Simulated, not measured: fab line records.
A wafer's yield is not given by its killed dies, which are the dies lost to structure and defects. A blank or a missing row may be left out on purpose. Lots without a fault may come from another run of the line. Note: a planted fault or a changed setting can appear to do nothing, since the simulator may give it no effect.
fab line records	flow nand_harc
record: lots: 7	wafers: 21	last_day: 32
route steps=1302 shown A_CONTACT@1063
lots that met no fault: from a run of the same line without faults
start_h: hours from the record's first day to the start of the lot's first wafer shown	wait_h: how many hours have passed since the lot's step before this one	" the same as in the row above	L1.1+2: one row covering several wafers at once	- no value present, or no start provided	* or withheld: withheld	< > ~ a bound
route shown NAME@n: NAME is a module with steps in the file, n the number in the route of the first one	usual: mean/standard deviation of fault-free wafers	same: alike in all rows	chamber/n: place in a boat	sites: each site's reading	_std_site: the standard deviation of these	_edge_site: outer sites' mean less inner sites'	radius_mm: how far each site lies from the wafer's centre	mask NAME#n: copy n	behind: the most recent tool/chamber to have shaped the wafer	hold: the reason the lot was held/the length of the hold in hours/how it ended	device: the n, p or np transistor that did not switch	end of line: tests of these same wafers at the route's end	step lacking rows: just its recipe	killed: at the first sort, the dies lost to defects and structure; wafer yield is something else	map: the dies of a wafer, with x for killed, . for not killed, _ for no die there
set.NAME: the run value of the setting; set.NAME@STEP: its run value at that earlier step	model.NAME: the simulator's own value behind a step, which no gauge read
lots seen at some steps along the route; tables by step, rows by wafer
services: the hour from which a tool's chamber was out of use, counted from the record's first day as start_h (under 0 if before that day), plus the number of hours and why
== steps ==
step: NHARC_A_CONTACT_ETCH_106
recipe: target_depth_a: 900	overetch_a: 90	time_s: 49.5	ion_energy_ev: 100	cf4_flow_sccm: 80	o2_flow_sccm: 20	ar_flow_sccm: 0	rf_w: 300	bias_w: 100	chemistry: CF4/O2
usual: drypump_motor_current_A: 5.6/0.42	oes_product_au: 1.002/0.0096	rf_vpp_V: 197.6/1.5	showerhead_plenum_p_Torr: 1.33/0.067	throttle_valve_pct: 13.398/0.0096
lot.wafer	tool	chamber	start_h	wait_h	drypump_motor_current_A	oes_product_au	rf_hours_counter_h	rf_vpp_V	showerhead_plenum_p_Torr	throttle_valve_pct
L981.3	rie_diel-11	3	516.78	0.1	5.0	1.017	9	198.9	1.39	13.398
L981.2	"	0	"	"	5.4	1.003	7	198.8	1.41	13.397
L981.6	"	2	"	"	5.8	1.000	-	196.4	1.26	13.407
L980.4	rie_diel-11	3	517.65	0.1	5.1	1.011	9	197.9	1.39	13.406
L980.3	"	0	"	"	5.4	1.003	8	200.5	1.41	13.384
L980.1	"	1	"	"	6.1	1.011	8	195.9	1.25	13.396
L983.4	rie_diel-05	2	549.32	0.1	5.9	0.998	53	196.6	1.35	13.405
L983.2	"	3	"	"	5.2	1.003	47	199.1	1.42	13.406
L983.5	"	1	"	"	5.8	1.002	-	199.4	1.41	13.395
L985.2	rie_diel-05	0	568.31	0.1	5.0	1.004	54	198.1	1.34	13.380
L985.4	"	1	"	"	5.8	0.992	59	199.3	1.41	13.381
L985.6	"	3	"	"	5.2	0.997	-	199.9	1.42	13.394
L986.1	rie_diel-11	3	592.93	0.1	5.0	1.012	22	199.7	1.39	13.389
L986.2	"	1	"	"	6.1	1.004	21	196.1	1.24	13.386
L986.6	"	0	"	"	5.4	1.004	-	199.8	1.41	13.399
L998.3	rie_diel-01	2	680.13	0.1	6.4	0.992	42	197.3	1.24	13.387
L998.4	"	1	"	"	5.3	0.995	39	195.8	1.29	13.394
L998.6	"	2	"	"	6.4	0.994	-	195.5	1.24	13.393
L101.1	rie_diel-11	3	704.25	0.1	5.0	1.003	16	199.2	1.38	13.398
L101.2	"	1	"	"	6.1	1.005	15	194.4	1.24	13.392
L101.6	"	0	"	"	5.4	0.997	-	199.6	1.41	13.395
step: NHARC_A_CONTACT_STRIP_82
recipe: o2_flow_sccm: 500	ar_flow_sccm: 0	bias_w: 0	chemistry: O2
usual: drypump_motor_current_A: 5.6/0.41	oes_product_au: 1.002/0.0096	rf_vpp_V: 57.7/0.95	showerhead_plenum_p_Torr: 3.51/0.17	throttle_valve_pct: 17.035/0.0092
lot.wafer	tool	chamber	start_h	wait_h	drypump_motor_current_A	oes_product_au	rf_hours_counter_h	rf_vpp_V	showerhead_plenum_p_Torr	throttle_valve_pct
L981.2	rie_diel-11	0	-	-	5.4	1.014	8	58.6	3.73	17.036
L981.3	"	2	"	"	5.8	1.000	9	57.5	3.34	17.032
L981.6	"	0	"	"	5.4	0.996	-	59.3	3.73	17.037
L980.1	rie_diel-11	1	-	-	6.1	1.003	8	57.3	3.31	17.032
L980.4	"	2	"	"	5.8	0.996	9	56.6	3.34	17.044
L980.3	"	3	"	"	5.1	1.014	9	58.3	3.67	17.034
L983.2	rie_diel-05	3	-	-	5.2	1.005	47	58.6	3.75	17.046
L983.4	"	0	"	"	5.0	1.013	49	57.6	3.55	17.039
L983.5	"	3	"	"	5.2	1.000	-	60.6	3.75	17.042
L985.4	rie_diel-05	3	-	-	5.2	0.998	53	57.2	3.74	17.045
L985.2	"	2	"	"	5.9	0.999	58	57.5	3.57	17.039
L985.6	"	0	"	"	5.0	1.016	-	58.1	3.55	17.042
L986.1	rie_diel-11	2	-	-	5.8	1.001	22	56.7	3.34	17.047
L986.2	"	3	"	"	5.1	1.014	22	58.5	3.66	17.057
L986.6	"	2	"	"	5.8	0.994	-	57.8	3.34	17.041
L998.3	rie_diel-01	2	-	-	6.4	0.982	42	57.8	3.30	17.053
L998.4	"	1	"	"	5.2	0.991	39	58.0	3.41	17.026
L998.6	"	3	"	"	5.8	1.001	-	57.9	3.52	17.040
L101.2	rie_diel-11	2	-	-	5.8	1.006	17	57.5	3.32	17.023
L101.1	"	3	"	"	5.1	1.004	16	58.2	3.65	17.026
L101.6	"	2	"	"	5.8	1.007	-	56.4	3.33	17.025
step: NHARC_A_CONTACT_STRIP_83
recipe: time_s: 600	temp_c: 30	chemistry: post_etch_residue_remover
step: NHARC_A_CONTACT_DEP_84
recipe: target_thk_a: 28000	temp_c: 400	material: aC
usual: throttle_valve_pct: 35.000/0.0081
lot.wafer	tool	chamber	start_h	wait_h	throttle_valve_pct
L981.2	acl_dep-02	0	517.78	-	35.000
L981.3	"	0	"	"	35.003
L981.6	"	0	"	"	35.001
L980.1	acl_dep-01	0	518.33	-	34.995
L980.3	"	0	"	"	35.003
L980.4	"	0	"	"	34.996
L983.2	acl_dep-02	0	550.28	-	34.995
L983.4	"	0	"	"	35.009
L983.5	"	0	"	"	35.004
L985.2	acl_dep-02	0	569.25	-	35.000
L985.4	"	0	"	"	35.009
L985.6	"	0	"	"	34.997
L986.1	acl_dep-02	0	594.74	-	35.008
L986.2	"	0	"	"	35.002
L986.6	"	0	596.18	-	35.003
L998.3	acl_dep-01	0	681.38	-	34.988
L998.4	"	0	"	"	34.996
L998.6	"	0	"	"	34.983
L101.1	acl_dep-01	0	704.94	-	34.996
L101.2	"	0	"	"	35.011
L101.6	"	0	706.39	-	35.007
step: NHARC_A_CONTACT_DEP_85
recipe: target_thk_a: 600	target_thk_nm: 60	temp_c: 400	pressure_torr: 3.5	flow_sccm: 200	rf_w: 350	material: SiON
usual: heater_power_w: 738/75
lot.wafer	tool	chamber	start_h	wait_h	heater_power_w
L981.2	pecvd-02	2	519.21	1.2	705
L981.3	"	1	"	"	663
L981.6	"	2	"	"	704
L980.1	pecvd-01	0	520.11	1.5	769
L980.3	"	2	"	"	689
L980.4	"	0	"	"	779
L983.2	pecvd-02	1	551.77	1.2	580
L983.5	"	0	"	"	704
L983.4	"	1	"	"	600
L985.2	pecvd-02	1	570.73	1.2	629
L985.6	"	0	"	"	634
L985.4	"	2	"	"	803
L986.2	pecvd-03	1	596.52	1.2	813
L986.1	"	2	"	"	754
L986.6	"	2	"	"	756
L998.4	pecvd-02	1	682.65	0.7	618
L998.3	"	0	"	"	709
L998.6	"	0	"	"	689
L101.2	pecvd-01	2	706.70	1.2	659
L101.1	"	0	"	"	802
L101.6	"	2	"	"	657
step: NHARC_A_CONTACT_DEHYDRATE_00
recipe: temp_c: 150	time_s: 120
step: NHARC_A_CONTACT_HMDS_01
recipe: time_s: 30
step: NHARC_A_CONTACT_COAT_86
recipe: temp_c: 260	time_s: 75
step: NHARC_A_CONTACT_COAT_87
recipe: temp_c: 225	time_s: 65
step: NHARC_A_CONTACT_COAT_02
recipe: spin_rpm: 1500	resist_thk_nm: 90
step: NHARC_A_CONTACT_SOFTBAKE_03
recipe: temp_c: 105	time_s: 55
step: NHARC_A_CONTACT_EBR_04
step: NHARC_A_CONTACT_EXPOSE_05
recipe: na: 1.35	sigma_outer: 0.8	dose_mj: 84.24	mask_id: A_CC
usual: exposure_dose_mJ_cm2: 84.24/0.083	focus_offset_nm: 0.0/0.47	reticle_temp_C: 22.98/0.12
lot.wafer	tool	chamber	start_h	wait_h	mask	exposure_dose_mJ_cm2	focus_offset_nm	reticle_temp_C
L981.2	arfi_scanner-02	0	519.68	-	A_CC#0	84.30	0.1	23.05
L981.3	"	0	"	"	A_CC#0	84.21	0.1	22.92
L981.6	"	0	"	"	A_CC#0	84.19	0.0	23.04
L980.1	arfi_scanner-01	0	520.73	-	A_CC#0	84.19	0.2	22.90
L980.3	"	0	"	"	A_CC#0	84.34	-0.4	23.01
L980.4	"	0	"	"	A_CC#0	84.15	-0.3	22.95
L983.2	arfi_scanner-02	0	552.20	-	A_CC#0	90.02	0.3	22.86
L983.4	"	0	"	"	A_CC#0	89.92	0.1	22.94
L983.5	"	0	"	"	A_CC#0	90.00	0.1	23.13
L985.2	arfi_scanner-02	0	571.17	-	A_CC#0	88.81	-0.7	23.11
L985.4	"	0	"	"	A_CC#0	89.01	0.4	23.12
L985.6	"	0	"	"	A_CC#0	88.88	0.0	22.96
L986.1	arfi_scanner-02	0	597.07	-	A_CC#0	87.80	-0.1	23.08
L986.2	"	0	"	"	A_CC#0	87.94	-0.6	22.94
L986.6	"	0	"	"	A_CC#0	87.80	-0.1	23.17
L998.3	arfi_scanner-03	0	683.24	-	A_CC#0	84.25	-0.2	23.01
L998.4	"	0	"	"	A_CC#0	84.25	-0.1	23.05
L998.6	"	0	"	"	A_CC#0	84.20	-0.7	22.90
L101.1	arfi_scanner-03	0	707.16	-	A_CC#0	84.26	0.4	22.95
L101.2	"	0	"	"	A_CC#0	84.25	0.6	22.99
L101.6	"	0	"	"	A_CC#0	84.20	1.4	22.68
step: NHARC_A_CONTACT_PEB_06
recipe: peb_temp_c: 100	peb_time_s: 65
step: NHARC_A_CONTACT_DEVELOP_07
recipe: develop_time_s: 35	dev_temp_c: 23
step: NHARC_A_CONTACT_CD_MEAS_08
recipe: target_cd_nm: 200	landing_energy_ev: 500
usual: cd_nm: 200.1/0.54
lot.wafer	tool	chamber	start_h	wait_h	cd_nm
L981.2	cd_sem-02	0	519.81	-	199.9
L981.3	"	0	"	"	200.2
L981.6	"	0	"	"	199.4
L980.1	cd_sem-03	0	520.87	-	200.0
L980.3	"	0	"	"	200.8
L980.4	"	0	"	"	199.4
L983.2	cd_sem-03	0	552.34	-	205.3
L983.4	"	0	"	"	204.9
L983.5	"	0	"	"	205.2
L985.2	cd_sem-02	0	571.31	-	204.3
L985.4	"	0	"	"	204.7
L985.6	"	0	"	"	204.5
L986.1	cd_sem-03	0	597.21	-	203.2
L986.2	"	0	"	"	203.0
L986.6	"	0	"	"	203.5
L998.3	cd_sem-02	0	683.38	-	200.4
L998.4	"	0	"	"	200.1
L998.6	"	0	"	"	200.6
L101.1	cd_sem-01	0	707.30	-	199.3
L101.2	"	0	"	"	199.8
L101.6	"	0	"	"	200.3
step: NHARC_A_CONTACT_OVL_MEAS_09
usual: overlay_x_nm: -0.2/0.67	overlay_y_nm: 0.2/0.92
lot.wafer	tool	chamber	start_h	wait_h	overlay_x_nm	overlay_y_nm
L981.2	overlay-02	-	519.90	-	-0.7	-1.3
L981.3	"	-	"	"	-0.8	-1.2
L981.6	"	-	"	"	-0.4	-1.3
L980.1	overlay-01	-	520.96	-	-0.1	0.1
L980.3	"	-	"	"	-0.3	-0.2
L980.4	"	-	"	"	0.0	-0.2
L983.2	overlay-02	-	552.43	-	0.1	-0.4
L983.4	"	-	"	"	-0.8	-0.2
L983.5	"	-	"	"	0.3	-0.4
L985.2	overlay-02	-	571.39	-	0.1	-1.5
L985.4	"	-	"	"	0.0	-1.3
L985.6	"	-	"	"	-0.3	-1.7
L986.1	overlay-02	-	597.30	-	-0.5	1.2
L986.2	"	-	"	"	-0.2	1.5
L986.6	"	-	"	"	-0.1	1.4
L998.3	overlay-01	-	683.46	-	-0.6	-0.3
L998.4	"	-	"	"	-1.1	0.0
L998.6	"	-	"	"	-0.2	-0.2
L101.1	overlay-01	-	707.39	-	0.6	0.7
L101.2	"	-	"	"	0.0	1.2
L101.6	"	-	"	"	0.3	1.0
== services ==
tool	chamber	start_h	hours	kind
pecvd-01	1	505.66	19.1	repair
arfi_scanner-03	-	540.00	4.0	pm
rie_diel-11	-	547.39	0.5	repair
rie_diel-11	3	550.39	8.1	repair
acl_dep-01	-	554.46	13.0	pm
rie_diel-01	-	558.24	9.0	pm
arfi_scanner-03	-	570.20	2.2	repair
pecvd-01	1	582.05	11.5	repair
rie_diel-05	-	583.85	9.0	pm
arfi_scanner-02	-	584.56	0.8	repair
pecvd-02	-	589.13	13.0	pm
arfi_scanner-02	-	591.23	4.0	pm
pecvd-01	-	593.92	1.4	repair
rie_diel-11	-	609.69	9.0	pm
acl_dep-02	-	610.07	13.0	pm
rie_diel-11	-	619.94	0.7	repair
pecvd-01	0	628.62	4.7	repair
arfi_scanner-03	-	657.18	0.8	repair
arfi_scanner-03	-	661.33	1.4	repair
pecvd-02	-	668.91	1.8	repair
pecvd-01	-	673.03	13.0	pm
arfi_scanner-03	-	673.49	1.2	repair
pecvd-02	2	679.61	17.8	repair
rie_diel-05	2	682.78	3.6	repair
== key ==
first_sign: step: NHARC_A_CONTACT_EXPOSE_05	reading: exposure_dose_mJ_cm2	direction: up	sigmas: 56	usual: 84.24	struck: 88.91
effect: step: NHARC_A_CONTACT_CD_MEAS_08	reading: cd_nm	direction: up	sigmas: 7.8	usual: 200.1	struck: 204.3	through: control_loop
met_at NHARC_A_CONTACT_EXPOSE_05
struck_wafers L983.2,L983.4,L983.5,L985.2,L985.4,L985.6,L986.1,L986.2,L986.6
tester_left_out L983,L985,L986
loop_trim: step: NHARC_A_CONTACT_EXPOSE_05	setting: dose	lots: L985,L986
onset_between 519.68 552.20
fault: kind: process_parameter_drift	tool: arfi_scanner-02	chamber: -	onset_h: 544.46	steps: NHARC_A_CONTACT_EXPOSE_05	channel: dose_mj	offset: 5.8072	shape: step	acts_in: these_recipes_only	stated: 84.24
tester_left_out: of these lots the tester's yield and bins aren't shown, on N5 and GAA mostly nor the transistor test; their killed dies are dies lost to structure and defects alone, not to doping, threshold or leakage, so they don't give the yield
loop_trim: a control loop set the setting to another value than it would have without faults
